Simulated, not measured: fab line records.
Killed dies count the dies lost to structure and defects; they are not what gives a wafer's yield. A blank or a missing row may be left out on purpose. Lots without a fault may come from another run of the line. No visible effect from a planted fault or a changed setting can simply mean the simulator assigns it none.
Struck lot and sound lot, side by side :: flow nandHarc :: 39 out of 1302 route steps
Sound: these wafers, L514.2, L514.5, L514.6. Wafers L507.3, L507.4, L507.5 were the ones struck. The cause comes at the end.
Order at every step that has rows: each side's tool, ch and its chambers, its first start. Under that, the readings that differ: sound wafers :: struck wafers :: difference of the means :: sigmas: that difference in standard deviations of wafers without a fault.
alike: same words and numbers on both sides, and readings whose means sit less than 2 such deviations apart. not compared: any withheld reading, any reading some wafer has no value for, any bound like >300 that may hide the same value, and any number with overlapping values for which the record gives no deviation.
A row with sigmas, a row that says differs or no value, or rows on one side alone: a step with any of these is where the two part. When numbers do not overlap yet have no deviation, they are printed without sigmas and do not part them. A reading missing from all wafers of one side parts the sides only when that side holds two or more wafers.

NHARC_A_ZERO_WELL_ETCH_13: etches the open film in HBr/Cl2, target depth 120 nm, time 40.1 s.
  sound on rieSi-04 ch 0,2,3, day 13 13:51; struck on rieSi-05 ch 0,2,3, day 10 14:01
  alike: drypumpMotorCurrentA, oesProductAu, throttleValvePct
  not compared: rfHoursCounterH
then, 4 steps without rows for these wafers: NHARC_A_ZERO_WELL_STRIP_14 (strips in SPM, time 900 s); NHARC_A_ZERO_WELL_IMPLANT_15; NHARC_A_ZERO_WELL_PRECLEAN_22 (cleans in SC1, time 60 s); NHARC_A_ZERO_WELL_SRD_23.
NHARC_A_ZERO_WELL_RTA_16: time 10 s.
  sound on rtpAnneal-01 ch 0, day 13 14:49; struck on rtpAnneal-01 ch 0, day 10 14:59
  alike: lampPowerPct, wafer_temp_C_max
NHARC_A_ZERO_WELL_INSPECT_17:
  struck on defectInspect-02, day 10 15:08; sound on defectInspect-01, day 13 14:59
  alike: rawDefectCount
then, 3 steps without rows for these wafers: NHARC_A_SOURCE_PLATE_PRECLEAN_00 (cleans in HF-LAST, time 60 s); NHARC_A_SOURCE_PLATE_SRD_01; NHARC_A_SOURCE_PLATE_OXIDE_02 (material SiO2, target thk 10 nm, ox time 1362 s).
NHARC_A_SOURCE_PLATE_THK_MEAS_09: measures by ellipsometry.
  struck on filmMetro-02, day 10 21:56; sound on filmMetro-02, day 14 01:23
  alike: thkNm
NHARC_A_SOURCE_PLATE_PVD_04: deposits WSi2, target thk 50 nm.
  struck on pvdSputter-03, day 10 22:01; sound on pvdSputter-01, day 14 01:27
then, 2 steps without rows for these wafers: NHARC_A_SOURCE_PLATE_CVD_03 (deposits poly-Si, target thk 200 nm, time 4000 s); NHARC_A_SOURCE_PLATE_ANNEAL_05 (time 1800 s).
NHARC_A_SOURCE_PLATE_THK_MEAS_06: measures by ellipsometry.
  struck on filmMetro-02, day 11 14:01; sound on filmMetro-01, day 14 13:57
  alike: thkNm
NHARC_A_SOURCE_PLATE_INSPECT_08:
  struck on defectInspect-01, day 11 14:05; sound on defectInspect-02, day 14 14:01
  alike: rawDefectCount
then, 1 step without rows for these wafers: NHARC_A_ONON_D1_DEP_00 (target thk 1000 nm).
NHARC_A_ONON_D1_THK_MEAS_02: measures by ellipsometry.
  struck on filmMetro-02, day 11 14:40; sound on filmMetro-01, day 14 14:35
  alike: thkNm
then, 1 step without rows for these wafers: NHARC_A_ONON_D1_DEP_03 (target thk 1000 nm).
NHARC_A_ONON_D1_THK_MEAS_05: measures by ellipsometry.
  struck on filmMetro-01, day 11 15:14; sound on filmMetro-01, day 14 15:09
  alike: thkNm
then, 1 step without rows for these wafers: NHARC_A_ONON_D1_DEP_06 (target thk 1000 nm).
NHARC_A_ONON_D1_THK_MEAS_08: measures by ellipsometry.
  struck on filmMetro-02, day 11 15:47; sound on filmMetro-01, day 14 15:43
  alike: thkNm
then, 1 step without rows for these wafers: NHARC_A_ONON_D1_DEP_09 (target thk 1000 nm).
NHARC_A_ONON_D1_THK_MEAS_11: measures by ellipsometry.
  struck on filmMetro-02, day 11 16:22; sound on filmMetro-02, day 14 16:17
  alike: thkNm
then, 1 step without rows for these wafers: NHARC_A_ONON_D1_DEP_12 (target thk 1000 nm).
NHARC_A_ONON_D1_THK_MEAS_14: measures by ellipsometry.
  struck on filmMetro-02, day 11 16:55; sound on filmMetro-01, day 14 16:52
  alike: thkNm
then, 2 steps without rows for these wafers: NHARC_A_ONON_D1_ANNEAL_15 (time 3600 s); NHARC_A_ONON_D1_DEP_16 (target thk 1000 nm).
NHARC_A_ONON_D1_THK_MEAS_18: measures by ellipsometry.
  struck on filmMetro-02, day 12 04:08; sound on filmMetro-01, day 15 03:05
  alike: thkNm
then, 1 step without rows for these wafers: NHARC_A_ONON_D1_DEP_19 (target thk 1000 nm).
NHARC_A_ONON_D1_THK_MEAS_21: measures by ellipsometry.
  struck on filmMetro-02, day 12 04:43; sound on filmMetro-02, day 15 03:39
reading: thkNm (nm)
sound: 975 974 976
struck: 1002 1001 1002
difference: +27
sigmas: +2
then, 1 step without rows for these wafers: NHARC_A_ONON_D1_DEP_22 (target thk 1000 nm).
NHARC_A_ONON_D1_THK_MEAS_24: measures by ellipsometry.
  struck on filmMetro-01, day 12 05:17; sound on filmMetro-01, day 15 04:15
  alike: thkNm
then, 1 step without rows for these wafers: NHARC_A_ONON_D1_DEP_25 (target thk 1000 nm).
NHARC_A_ONON_D1_THK_MEAS_27: measures by ellipsometry.
  struck on filmMetro-02, day 12 05:51; sound on filmMetro-02, day 15 04:49
  alike: thkNm
then, 1 step without rows for these wafers: NHARC_A_ONON_D1_DEP_28 (target thk 1000 nm).
NHARC_A_ONON_D1_THK_MEAS_30: measures by ellipsometry.
  struck on filmMetro-01, day 12 06:25; sound on filmMetro-01, day 15 05:23
  alike: thkNm
NHARC_A_ONON_D1_DEP_33: deposits SiO2, target thk 200 nm.
  sound on pecvd-01 ch 1,2, day 15 05:26; struck on pecvd-03 ch 0,1,2, day 12 06:36
  alike: chamberPressureTorr, heaterPowerW, mfcPrecursorSccm, throttleValvePct
-- record jumps: 16 days between struck wafers' starts before vs after; left off in module A_ONON_D1, resumes in module END, first step shown is number 1302 of the route --
NHARC_END_SORT_01:
  sound on prober-01 ch 0, day 30 18:52; struck on prober-02 ch 0, day 28 06:46
reading: killedAtArray
sound: 47 45 39
struck: 179 174 189
difference: +137
sigmas: +8

reading: killedDies
sound: 51 53 42
struck: 184 177 192
difference: +136
sigmas: +8
  alike: killedAtOther, killedAtPeriphery, killedOpen, killedShort

WHERE THEY PART
At NHARC_A_ONON_D1_THK_MEAS_21 first; at NHARC_END_SORT_01 last (within this record only).

WHY: what the simulator had put in
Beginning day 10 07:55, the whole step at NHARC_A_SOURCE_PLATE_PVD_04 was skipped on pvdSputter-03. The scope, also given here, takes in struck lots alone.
